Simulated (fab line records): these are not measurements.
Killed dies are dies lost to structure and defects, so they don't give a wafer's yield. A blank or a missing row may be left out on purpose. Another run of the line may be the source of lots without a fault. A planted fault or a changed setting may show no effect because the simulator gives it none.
fab line records	flow n5Finfet
record lots=24	wafers=72	lastDay=18
route steps=1938 shown BEOL_M15@1813 MIM_TOP@1836 MIM_BOT_LITHO@1862 TV_LITHO@1883
lots with no fault: from the same line, run without faults
startH: the number of hours between the record's first day and the start of the first shown wafer of the lot	waitH: hours from the lot's prior step to this one	" same as the row above	L1.1+2: several wafers, shown together as one row	- no value present, or no start provided	* or withheld: withheld	< > ~ a bound
route shown NAME@n: a module of which the file shows steps, and the number in the route of the first	usual: mean and standard deviation over wafers with no fault	same: alike in all rows	chamber/n: place in a boat	sites: readings site by site	_std_site: their standard deviation	_edge_site: inner sites' mean taken away from outer sites' mean	radiusMm: for every site, how far away it sits from the centre of the wafer	mask NAME#n: copy n	behind: the last tool/chamber to shape the wafer	hold: reason for holding the lot/hours on hold/outcome of the hold	device: whichever transistor did not switch (one of n, p or np)	end of line: the same wafers' tests at the end of the route	a step without rows: its recipe alone	killed: the dies lost at the first sort to structure and to defects; this is not the yield of the wafer	map: a wafer's dies, marking killed ones x, the rest . and places with no die _
set.NAME: the run value of the setting; set.NAME@STEP: its run value at that earlier step	model.NAME: the simulator's own value behind a step, which no gauge read
the route's steps for a sample of lots (tables are steps, rows are wafers)
services: a tool's chamber out of use, with start hour (startH, from the record's first day; less than 0 if before it), hours out, and reason
## steps
# step N5_BEOL_M15_STRIP_37
# recipe chemistry=O2	powerW=600	tempC=60	pressureMtorr=30	rfFrequencyHz=6e+07	biasPowerW=0	overashFraction=0.3	o2FlowSccm=225
# usual drypumpMotorCurrentA=6.0/0.39	oesProductAu=0.79/0.09	rfVppV=3.6/0.68	showerheadPlenumPTorr=2.09/0.063	throttleValvePct=16.65/0.24
lot.wafer	tool	chamber	startH	waitH	drypumpMotorCurrentA	oesProductAu	rfHoursCounterH	rfVppV	showerheadPlenumPTorr	throttleValvePct
L074.3	rieDiel-01	3	-	-	5.9	0.70	223	4.6	2.05	16.72
L074.4	"	0	"	"	6.2	0.90	32	4.5	2.10	16.20
L074.6	"	2	"	"	6.0	0.70	-	3.1	2.16	16.86
L075.1	rieDiel-03	3	-	-	6.4	0.69	227	3.2	2.16	16.81
L075.2	"	0	"	"	5.2	0.76	138	3.3	2.12	16.74
L075.4	"	2	"	"	6.6	0.69	246	3.4	2.09	16.88
L077.2	rieDiel-03	1	-	-	5.8	0.90	38	3.4	2.04	16.44
L077.5	"	2	"	"	6.6	0.70	-	2.7	2.08	16.89
L077.6	"	3	"	"	6.4	0.69	-	4.2	2.16	16.79
L076.2	rieDiel-02	3	-	-	5.8	0.72	209	3.0	1.98	16.47
L076.3	"	1	"	"	5.7	0.71	192	4.3	2.01	17.18
L076.4	"	2	"	"	5.7	0.95	20	3.5	2.21	16.56
L079.3	rieDiel-01	0	-	-	6.2	0.88	39	3.7	2.10	16.20
L079.4	"	2	"	"	6.0	0.69	198	4.4	2.15	16.86
L079.6	"	3	"	"	5.9	0.70	-	3.0	2.05	16.74
L080.1	rieDiel-02	1	-	-	5.7	0.71	195	2.8	2.01	17.18
L080.3	"	0	"	"	6.6	0.83	87	3.9	2.14	16.40
L080.4	"	2	"	"	5.7	0.94	23	3.6	2.21	16.59
L081.2	rieDiel-01	3	-	-	5.9	0.70	232	4.0	2.05	16.75
L081.3	"	0	"	"	6.2	0.88	41	3.4	2.09	16.25
L081.5	"	0	"	"	6.2	0.87	-	2.6	2.09	16.22
L082.3	rieDiel-01	0	-	-	6.2	0.88	42	3.4	2.09	16.24
L082.4	"	1	"	"	6.0	0.86	63	3.1	2.05	16.80
L082.6	"	1	"	"	6.1	0.86	-	3.7	2.05	16.77
L078.1	rieDiel-03	2	-	-	6.6	0.96	1	1.9	2.08	16.53
L078.4	"	1	"	"	5.8	0.87	54	3.9	2.03	16.46
L078.5	"	0	"	"	5.2	0.75	-	3.7	2.11	16.76
L083.4	rieDiel-03	2	-	-	6.5	0.94	3	3.4	2.08	16.51
L083.5	"	0	"	"	5.3	0.75	-	3.7	2.11	16.75
L083.6	"	1	"	"	5.8	0.87	-	3.4	2.03	16.47
L084.2	rieDiel-02	2	-	-	5.7	0.91	34	4.1	2.20	16.59
L084.4	"	3	"	"	5.8	0.71	221	2.3	1.97	16.48
L084.6	"	1	"	"	5.7	0.71	-	3.7	2.00	17.21
L085.1	rieDiel-01	2	-	-	6.1	0.68	209	5.5	2.15	16.91
L085.2	"	0	"	"	6.2	0.87	50	2.9	2.09	16.25
L085.6	"	2	"	"	6.0	0.68	-	3.3	2.15	16.88
L086.2	rieDiel-02	2	-	-	5.8	0.90	40	2.6	2.20	16.62
L086.5	"	2	"	"	5.7	0.90	-	3.9	2.20	16.62
L086.6	"	3	"	"	5.8	0.70	-	2.6	1.97	16.51
L088.1	rieDiel-03	2	-	-	6.6	0.90	12	3.3	2.08	16.54
L088.2	"	1	"	"	5.9	0.87	65	3.4	2.03	16.48
L088.3	"	0	"	"	5.2	0.74	167	4.0	2.11	16.77
L087.2	rieDiel-02	3	-	-	5.8	0.70	231	4.3	1.97	16.51
L087.3	"	1	"	"	5.7	0.71	212	3.9	2.00	17.22
L087.6	"	3	"	"	5.8	0.71	-	2.1	1.97	16.51
L090.1	rieDiel-03	0	-	-	5.3	0.73	174	3.8	2.11	16.80
L090.3	"	1	"	"	5.9	0.86	73	4.2	2.03	16.50
L090.5	"	3	"	"	6.5	0.93	-	3.0	2.15	16.41
L089.2	rieDiel-03	1	-	-	5.8	0.84	75	3.6	2.03	16.51
L089.4	"	2	"	"	6.5	0.89	22	3.0	2.08	16.54
L089.6	"	0	"	"	5.2	0.73	-	3.6	2.10	16.80
L091.1	rieDiel-01	1	-	-	6.0	0.84	84	3.6	2.04	16.84
L091.2	"	0	"	"	6.2	0.85	62	3.2	2.09	16.27
L091.4	"	2	"	"	6.0	0.67	-	4.4	2.14	16.91
L092.1	rieDiel-03	0	-	-	5.3	0.73	182	4.8	2.10	16.80
L092.3	"	3	"	"	6.4	0.90	11	4.0	2.15	16.42
L092.4	"	1	"	"	5.8	0.83	80	4.2	2.02	16.51
L095.1	rieDiel-02	1	-	-	5.8	0.69	224	2.6	2.00	17.25
L095.2	"	3	"	"	5.9	0.69	242	3.9	1.97	16.53
L095.4	"	0	"	"	6.7	0.81	117	2.9	2.13	16.46
L094.2	rieDiel-01	0	-	-	6.2	0.84	71	2.3	2.08	16.29
L094.3	"	2	"	"	6.0	0.67	230	3.8	2.14	16.94
L094.5	"	0	"	"	6.2	0.85	-	3.4	2.08	16.30
L093.1	rieDiel-02	0	-	-	6.7	0.80	118	4.5	2.12	16.46
L093.5	"	3	"	"	5.8	0.70	-	4.8	1.97	16.53
L093.6	"	2	"	"	5.7	0.88	-	2.2	2.19	16.63
L096.4	rieDiel-03	1	-	-	5.8	0.83	-	4.2	2.02	16.51
L096.5	"	2	"	"	6.6	0.85	-	3.7	2.07	16.57
L096.6	"	3	"	"	6.5	0.90	-	3.7	2.14	16.45
L097.2	rieDiel-01	3	-	-	5.9	0.97	7	4.3	2.04	16.35
L097.4	"	2	"	"	6.0	0.66	234	3.3	2.14	16.94
L097.5	"	0	"	"	6.2	0.84	-	3.2	2.08	16.30
# step N5_BEOL_M15_THK_MEAS_50
# recipe thkMeasGauge=xrf	reads=Cu_of_BEOL_M15_ECD_47
# usual M15_THK=841/26
lot.wafer	tool	chamber	startH	waitH	M15_THK[nm]
L074.3	filmMetro-02	-	270.15	-	861
L074.4	"	-	"	"	864
L074.6	"	-	"	"	861
L075.1	filmMetro-01	-	275.35	-	909
L075.2	"	-	"	"	830
L075.4	"	-	"	"	850
L077.2	filmMetro-01	-	283.99	-	841
L077.5	"	-	"	"	827
L077.6	"	-	"	"	815
L076.2	filmMetro-02	-	292.23	-	831
L076.3	"	-	"	"	851
L076.4	"	-	"	"	926
L079.3	filmMetro-01	-	300.18	-	837
L079.4	"	-	"	"	830
L079.6	"	-	"	"	833
L080.1	filmMetro-02	-	303.39	-	832
L080.3	"	-	"	"	840
L080.4	"	-	"	"	827
L081.2	filmMetro-01	-	306.00	-	843
L081.3	"	-	"	"	821
L081.5	"	-	"	"	830
L082.3	filmMetro-01	-	319.61	-	847
L082.4	"	-	"	"	842
L082.6	"	-	"	"	833
L078.1	filmMetro-01	-	323.94	-	826
L078.4	"	-	"	"	839
L078.5	"	-	"	"	836
L083.4	filmMetro-01	-	328.37	-	865
L083.5	"	-	"	"	832
L083.6	"	-	"	"	833
L084.2	filmMetro-01	-	333.63	-	823
L084.4	"	-	"	"	857
L084.6	"	-	"	"	835
L085.1	filmMetro-01	-	348.45	-	826
L085.2	"	-	"	"	840
L085.6	"	-	"	"	854
L086.2	filmMetro-02	-	348.72	-	831
L086.5	"	-	"	"	807
L086.6	"	-	"	"	840
L088.1	filmMetro-01	-	355.64	-	859
L088.2	"	-	"	"	833
L088.3	"	-	"	"	827
L087.2	filmMetro-01	-	363.77	-	841
L087.3	"	-	"	"	860
L087.6	"	-	"	"	838
L090.1	filmMetro-01	-	377.81	-	824
L090.3	"	-	"	"	861
L090.5	"	-	"	"	927
L089.2	filmMetro-02	-	385.78	-	836
L089.4	"	-	"	"	839
L089.6	"	-	"	"	840
L091.1	filmMetro-02	-	386.08	-	827
L091.2	"	-	"	"	847
L091.4	"	-	"	"	845
L092.1	filmMetro-02	-	398.02	-	813
L092.3	"	-	"	"	858
L092.4	"	-	"	"	825
L095.1	filmMetro-01	-	404.53	-	823
L095.2	"	-	"	"	833
L095.4	"	-	"	"	919
L094.2	filmMetro-01	-	409.54	-	851
L094.3	"	-	"	"	857
L094.5	"	-	"	"	822
L093.1	filmMetro-01	-	409.77	-	907
L093.5	"	-	"	"	920
L093.6	"	-	"	"	823
L096.4	filmMetro-02	-	414.46	-	841
L096.5	"	-	"	"	842
L096.6	"	-	"	"	817
L097.2	filmMetro-02	-	422.15	-	904
L097.4	"	-	"	"	829
L097.5	"	-	"	"	817
# step N5_BEOL_M15_DEP_53
# recipe material=SiCN	targetThkA=500	tempC=withheld	precursor=3MS/NH3	pressureTorr=3	rfW=675	timeS=17.8
# usual chamberPressureTorr=3.001/0.0058	showerheadPlenumPTorr=4.179/0.013	throttleValvePct=17.9/0.54
lot.wafer	tool	chamber	startH	waitH	chamberPressureTorr	showerheadPlenumPTorr	sinceWetCleanH	throttleValvePct
L074.3	pecvd-04	2	270.21	0.0	3.017	4.181	583	17.9
L074.4	"	0	"	"	2.996	4.170	-	17.7
L074.6	"	1	"	"	3.000	4.175	-	19.1
L075.1	pecvd-01	1	275.42	0.0	2.999	4.194	1704	17.4
L075.2	"	0	"	"	2.994	4.202	979	17.1
L075.4	"	0	"	"	3.008	4.200	-	17.3
L077.2	pecvd-01	1	284.05	0.0	3.004	4.194	1713	17.0
L077.5	"	1	"	"	3.003	4.202	-	17.3
L077.6	"	0	"	"	3.000	4.190	-	17.4
L076.2	pecvd-04	1	292.29	0.0	2.995	4.178	2084	19.0
L076.3	"	0	"	"	2.994	4.174	1359	17.6
L076.4	"	2	"	"	3.003	4.181	-	17.6
L079.3	pecvd-02	2	300.24	0.0	2.993	4.169	431	17.6
L079.4	"	2	"	"	3.005	4.186	-	17.9
L079.6	"	1	"	"	3.000	4.180	-	18.1
L080.1	pecvd-01	1	303.45	0.0	2.997	4.201	1732	17.3
L080.3	"	0	"	"	2.991	4.189	1007	17.1
L080.4	"	1	"	"	2.990	4.200	-	17.1
L081.2	pecvd-04	1	306.06	0.0	3.003	4.179	2097	19.2
L081.3	"	0	"	"	2.996	4.162	1372	17.9
L081.5	"	1	"	"	2.998	4.178	-	18.9
L082.3	pecvd-04	1	319.70	0.0	3.006	4.181	-	19.0
L082.4	"	2	"	"	2.991	4.175	-	17.9
L082.6	"	1	"	"	2.993	4.185	-	19.2
L078.1	pecvd-04	0	324.00	0.0	2.994	4.163	1390	17.9
L078.4	"	1	"	"	3.007	4.172	-	18.9
L078.5	"	2	"	"	3.001	4.172	-	17.9
L083.4	pecvd-01	0	328.44	0.0	3.008	4.204	-	17.3
L083.5	"	1	"	"	2.998	4.191	-	17.0
L083.6	"	2	"	"	3.006	4.160	-	18.0
L084.2	pecvd-02	0	333.69	0.0	3.004	4.155	1219	17.9
L084.4	"	1	"	"	3.002	4.180	-	17.7
L084.6	"	2	"	"	3.005	4.167	-	18.1
L085.1	pecvd-02	2	348.52	0.0	2.997	4.169	480	18.1
L085.2	"	0	"	"	3.009	4.161	1234	18.1
L085.6	"	2	"	"	3.002	4.181	-	17.9
L086.2	pecvd-01	2	348.79	0.0	2.994	4.171	298	18.1
L086.5	"	0	"	"	3.000	4.197	-	17.7
L086.6	"	2	"	"	3.001	4.173	-	17.6
L088.1	pecvd-04	2	355.70	0.0	3.013	4.185	668	17.8
L088.2	"	0	"	"	2.997	4.169	1422	17.5
L088.3	"	1	"	"	2.994	4.179	2147	19.2
L087.2	pecvd-04	1	363.83	0.0	3.004	4.181	2155	19.1
L087.3	"	2	"	"	3.003	4.181	676	17.9
L087.6	"	1	"	"	2.995	4.174	-	19.3
L090.1	pecvd-01	2	377.87	0.0	3.010	4.163	327	17.8
L090.3	"	0	"	"	2.988	4.198	1082	17.5
L090.5	"	1	"	"	3.005	4.197	-	17.2
L089.2	pecvd-02	1	385.86	0.0	2.996	4.200	1996	17.9
L089.4	"	0	"	"	2.995	4.169	-	18.0
L089.6	"	0	"	"	3.002	4.163	-	17.8
L091.1	pecvd-02	1	386.15	0.0	3.006	4.186	1996	17.8
L091.2	"	0	"	"	3.002	4.168	1271	18.1
L091.4	"	0	"	"	3.007	4.160	-	18.2
L092.1	pecvd-04	0	398.10	0.0	3.003	4.162	1464	17.6
L092.3	"	2	"	"	2.987	4.186	-	18.0
L092.4	"	0	"	"	2.996	4.169	-	17.8
L095.1	pecvd-01	1	404.59	0.0	2.985	4.193	1833	17.4
L095.2	"	0	"	"	3.004	4.179	1108	17.4
L095.4	"	1	"	"	2.996	4.201	-	17.1
L094.2	pecvd-01	2	409.61	0.0	3.000	4.180	359	17.7
L094.3	"	1	"	"	3.010	4.191	1838	17.3
L094.5	"	0	"	"	2.997	4.183	-	17.2
L093.1	pecvd-02	1	409.83	0.0	3.010	4.193	2020	17.5
L093.5	"	2	"	"	3.002	4.154	-	18.4
L093.6	"	1	"	"	3.000	4.193	-	17.5
L096.4	pecvd-01	2	414.53	0.0	3.001	4.168	-	18.1
L096.5	"	1	"	"	2.999	4.186	-	16.9
L096.6	"	0	"	"	2.998	4.194	-	17.3
L097.2	pecvd-02	2	422.21	0.0	3.005	4.167	553	18.3
L097.4	"	2	"	"	3.003	4.178	-	18.3
L097.5	"	1	"	"	3.003	4.183	-	17.6
# step N5_MIM_TOP_ALD_02
# recipe material=Al2O3	targetThkA=*	tempC=withheld	aldPrecursorFamily=TMA	aldCoReactant=O3	pulseTimeS=withheld	purgeTimeS=3	coReactantPurgeTimeS=withheld	coReactantPulseTimeS=3	aldCycles=withheld
# usual precursorPulseHeightRel=0.996/0.021
lot.wafer	tool	chamber	startH	waitH	precursorPulseHeightRel
L074.3	aldHk-01	2	-	-	1.004
L074.4	"	3	"	"	0.994
L074.6	"	0	"	"	1.005
L075.1	aldHk-02	1	-	-	1.031
L075.2	"	3	"	"	1.022
L075.4	"	0	"	"	0.977
L077.2	aldHk-02	1	-	-	0.999
L077.5	"	2	"	"	0.980
L077.6	"	1	"	"	0.995
L076.2	aldHk-02	0	-	-	0.990
L076.3	"	2	"	"	0.973
L076.4	"	1	"	"	0.971
L079.3	aldHk-01	3	-	-	0.988
L079.4	"	2	"	"	1.005
L079.6	"	2	"	"	0.992
L080.1	aldHk-01	2	-	-	1.005
L080.3	"	3	"	"	1.006
L080.4	"	0	"	"	0.996
L081.2	aldHk-03	3	-	-	0.990
L081.3	"	2	"	"	0.991
L081.5	"	2	"	"	1.001
L082.3	aldHk-01	2	-	-	0.949
L082.4	"	0	"	"	1.047
L082.6	"	2	"	"	0.965
L078.1	aldHk-01	1	-	-	0.986
L078.4	"	0	"	"	0.996
L078.5	"	0	"	"	1.022
L083.4	aldHk-03	3	-	-	0.989
L083.5	"	0	"	"	0.978
L083.6	"	1	"	"	1.001
L084.2	aldHk-03	3	-	-	0.975
L084.4	"	0	"	"	0.941
L084.6	"	0	"	"	1.010
L085.1	aldHk-02	1	-	-	1.017
L085.2	"	3	"	"	0.976
L085.6	"	1	"	"	1.006
L086.2	aldHk-01	0	-	-	1.004
L086.5	"	1	"	"	1.001
L086.6	"	0	"	"	0.984
L088.1	aldHk-02	2	-	-	1.003
L088.2	"	1	"	"	0.975
L088.3	"	0	"	"	0.978
L087.2	aldHk-03	3	-	-	1.025
L087.3	"	1	"	"	0.951
L087.6	"	1	"	"	1.010
L090.1	aldHk-03	1	-	-	1.055
L090.3	"	2	"	"	0.997
L090.5	"	3	"	"	0.977
L089.2	aldHk-03	2	-	-	1.009
L089.4	"	3	"	"	0.987
L089.6	"	1	"	"	0.994
L091.1	aldHk-01	1	-	-	0.971
L091.2	"	2	"	"	1.007
L091.4	"	0	"	"	0.982
L092.1	aldHk-03	2	-	-	0.993
L092.3	"	0	"	"	1.002
L092.4	"	3	"	"	1.029
L095.1	aldHk-03	1	-	-	0.991
L095.2	"	0	"	"	0.998
L095.4	"	3	"	"	0.993
L094.2	aldHk-02	3	-	-	1.011
L094.3	"	2	"	"	0.999
L094.5	"	0	"	"	1.016
L093.1	aldHk-01	1	-	-	0.975
L093.5	"	2	"	"	0.980
L093.6	"	1	"	"	0.996
L096.4	aldHk-01	1	-	-	0.962
L096.5	"	2	"	"	1.012
L096.6	"	1	"	"	1.006
L097.2	aldHk-01	0	-	-	1.008
L097.4	"	3	"	"	0.993
L097.5	"	1	"	"	0.990
# step N5_MIM_BOT_LITHO_CD_MEAS_08
# recipe targetCdNm=3000	landingEnergyEv=500	detector=seInlens	polarity=opening
# usual cdNm=2999.5/2.1
lot.wafer	tool	chamber	startH	waitH	cdNm
L074.3	cdSem-03	0	274.30	-	2998.2
L074.4	"	0	"	"	3002.4
L074.6	"	0	"	"	3002.4
L075.1	cdSem-03	0	280.90	-	3000.9
L075.2	"	0	"	"	3000.2
L075.4	"	0	"	"	2999.8
L077.2	cdSem-01	0	290.84	-	2998.8
L077.5	"	0	"	"	3001.8
L077.6	"	0	"	"	2998.4
L076.2	cdSem-01	0	297.65	-	3000.5
L076.3	"	0	"	"	2999.3
L076.4	"	0	"	"	3003.5
L079.3	cdSem-03	0	304.78	-	3001.6
L079.4	"	0	"	"	2998.1
L079.6	"	0	"	"	2998.9
L080.1	cdSem-03	0	308.54	-	2999.3
L080.3	"	0	"	"	3000.8
L080.4	"	0	"	"	3004.4
L081.2	cdSem-02	0	310.52	-	2998.8
L081.3	"	0	"	"	3001.3
L081.5	"	0	"	"	3000.9
L082.3	cdSem-02	0	322.95	-	3004.5
L082.4	"	0	"	"	3002.4
L082.6	"	0	"	"	2997.4
L078.1	cdSem-03	0	332.36	-	2999.4
L078.4	"	0	"	"	2996.4
L078.5	"	0	"	"	2995.5
L083.4	cdSem-01	0	333.46	-	3001.9
L083.5	"	0	"	"	2999.8
L083.6	"	0	"	"	2999.2
L084.2	cdSem-03	0	338.06	-	2997.6
L084.4	"	0	"	"	2999.3
L084.6	"	0	"	"	3001.2
L085.1	cdSem-01	0	354.67	-	3001.3
L085.2	"	0	"	"	2997.8
L085.6	"	0	"	"	3001.3
L086.2	cdSem-01	0	354.74	-	3001.6
L086.5	"	0	"	"	2999.0
L086.6	"	0	"	"	2999.7
L088.1	cdSem-01	0	361.32	-	3001.8
L088.2	"	0	"	"	3000.5
L088.3	"	0	"	"	3001.5
L087.2	cdSem-01	0	367.08	-	2999.2
L087.3	"	0	"	"	2997.9
L087.6	"	0	"	"	2998.7
L090.1	cdSem-03	0	385.41	-	2993.7
L090.3	"	0	"	"	2998.0
L090.5	"	0	"	"	2997.6
L089.2	cdSem-02	0	389.97	-	3001.8
L089.4	"	0	"	"	2995.9
L089.6	"	0	"	"	3000.0
L091.1	cdSem-03	0	390.93	-	2997.7
L091.2	"	0	"	"	2995.6
L091.4	"	0	"	"	2998.4
L092.1	cdSem-03	0	403.65	-	2998.7
L092.3	"	0	"	"	2998.6
L092.4	"	0	"	"	3000.0
L095.1	cdSem-01	0	409.27	-	2997.9
L095.2	"	0	"	"	2997.4
L095.4	"	0	"	"	2999.4
L094.2	cdSem-01	0	414.59	-	2998.9
L094.3	"	0	"	"	2999.4
L094.5	"	0	"	"	2999.7
L093.1	cdSem-02	0	414.63	-	3000.9
L093.5	"	0	"	"	3004.9
L093.6	"	0	"	"	2999.2
L096.4	cdSem-01	0	420.39	-	2998.5
L096.5	"	0	"	"	2998.3
L096.6	"	0	"	"	2996.5
L097.2	cdSem-01	0	426.69	-	3000.6
L097.4	"	0	"	"	2999.6
L097.5	"	0	"	"	2999.8
# step N5_PASSIVATION_CD_MEAS_10
# recipe targetCdNm=3000	landingEnergyEv=500	detector=seInlens
# usual cdNm=3002/3.1
lot.wafer	tool	chamber	startH	waitH	cdNm
L074.3	cdSem-03	0	277.98	-	2998
L074.4	"	0	"	"	3001
L074.6	"	0	"	"	3002
L075.1	cdSem-01	0	282.57	-	3004
L075.2	"	0	"	"	2997
L075.4	"	0	"	"	3003
L077.2	cdSem-01	0	293.80	-	3002
L077.5	"	0	"	"	3005
L077.6	"	0	"	"	2997
L076.2	cdSem-01	0	300.92	-	2998
L076.3	"	0	"	"	3001
L076.4	"	0	"	"	3006
L079.3	cdSem-02	0	306.87	-	3004
L079.4	"	0	"	"	2995
L079.6	"	0	"	"	3000
L080.1	cdSem-01	0	312.23	-	3005
L080.3	"	0	"	"	3002
L080.4	"	0	"	"	3003
L081.2	cdSem-03	0	312.53	-	3000
L081.3	"	0	"	"	3005
L081.5	"	0	"	"	3003
L082.3	cdSem-01	0	324.56	-	3002
L082.4	"	0	"	"	3001
L082.6	"	0	"	"	3000
L078.1	cdSem-03	0	334.55	-	3001
L078.4	"	0	"	"	3000
L078.5	"	0	"	"	3003
L083.4	cdSem-01	0	336.02	-	3002
L083.5	"	0	"	"	2999
L083.6	"	0	"	"	3002
L084.2	cdSem-02	0	339.89	-	3002
L084.4	"	0	"	"	2996
L084.6	"	0	"	"	2999
L085.1	cdSem-03	0	358.87	-	3003
L085.2	"	0	"	"	3005
L085.6	"	0	"	"	3009
L086.2	cdSem-02	0	359.16	-	3003
L086.5	"	0	"	"	3001
L086.6	"	0	"	"	3003
L088.1	cdSem-03	0	362.88	-	3000
L088.2	"	0	"	"	3002
L088.3	"	0	"	"	3002
L087.2	cdSem-01	0	369.85	-	2998
L087.3	"	0	"	"	2997
L087.6	"	0	"	"	3005
L090.1	cdSem-01	0	387.15	-	2997
L090.3	"	0	"	"	2999
L090.5	"	0	"	"	2999
L089.2	cdSem-03	0	391.72	-	3002
L089.4	"	0	"	"	2997
L089.6	"	0	"	"	2999
L091.1	cdSem-01	0	392.64	-	3004
L091.2	"	0	"	"	3010
L091.4	"	0	"	"	3006
L092.1	cdSem-01	0	405.70	-	2996
L092.3	"	0	"	"	2998
L092.4	"	0	"	"	3000
L095.1	cdSem-02	0	410.77	-	2996
L095.2	"	0	"	"	3000
L095.4	"	0	"	"	3002
L093.1	cdSem-03	0	418.22	-	3002
L093.5	"	0	"	"	3003
L093.6	"	0	"	"	3000
L094.2	cdSem-01	0	418.88	-	3003
L094.3	"	0	"	"	3004
L094.5	"	0	"	"	3003
L096.4	cdSem-01	0	422.92	-	3003
L096.5	"	0	"	"	3001
L096.6	"	0	"	"	3007
L097.2	cdSem-03	0	429.08	-	3000
L097.4	"	0	"	"	2998
L097.5	"	0	"	"	2998
## services
tool	chamber	startH	hours	kind
pecvd-01	2	245.23	12.9	repair
rieDiel-01	3	254.41	9.7	repair
rieDiel-02	3	255.88	9.2	repair
rieDiel-03	3	274.13	5.8	repair
rieDiel-01	3	275.10	4.1	repair
rieDiel-03	2	283.09	-	clean
rieDiel-03	2	283.09	-	consumableReplace:focusRing
rieDiel-03	2	283.09	32.6	scheduledDown
rieDiel-03	2	283.09	32.6	ventCycle
aldHk-01	-	290.77	8.7	pm
aldHk-02	-	296.38	1.0	repair
pecvd-01	1	303.86	4.9	repair
rieDiel-03	0	311.45	3.0	repair
rieDiel-02	1	338.28	8.1	repair
rieDiel-03	3	340.36	-	clean
rieDiel-03	3	340.36	-	consumableReplace:esc
rieDiel-03	3	340.36	-	consumableReplace:focusRing
rieDiel-02	-	367.53	0.8	repair
pecvd-04	-	372.50	1.2	repair
pecvd-02	2	375.64	30.7	repair
rieDiel-03	1	400.97	6.0	repair
aldHk-02	-	402.21	8.7	pm
rieDiel-03	0	405.67	8.9	repair
pecvd-04	-	417.78	14.6	pm
## key
fault none
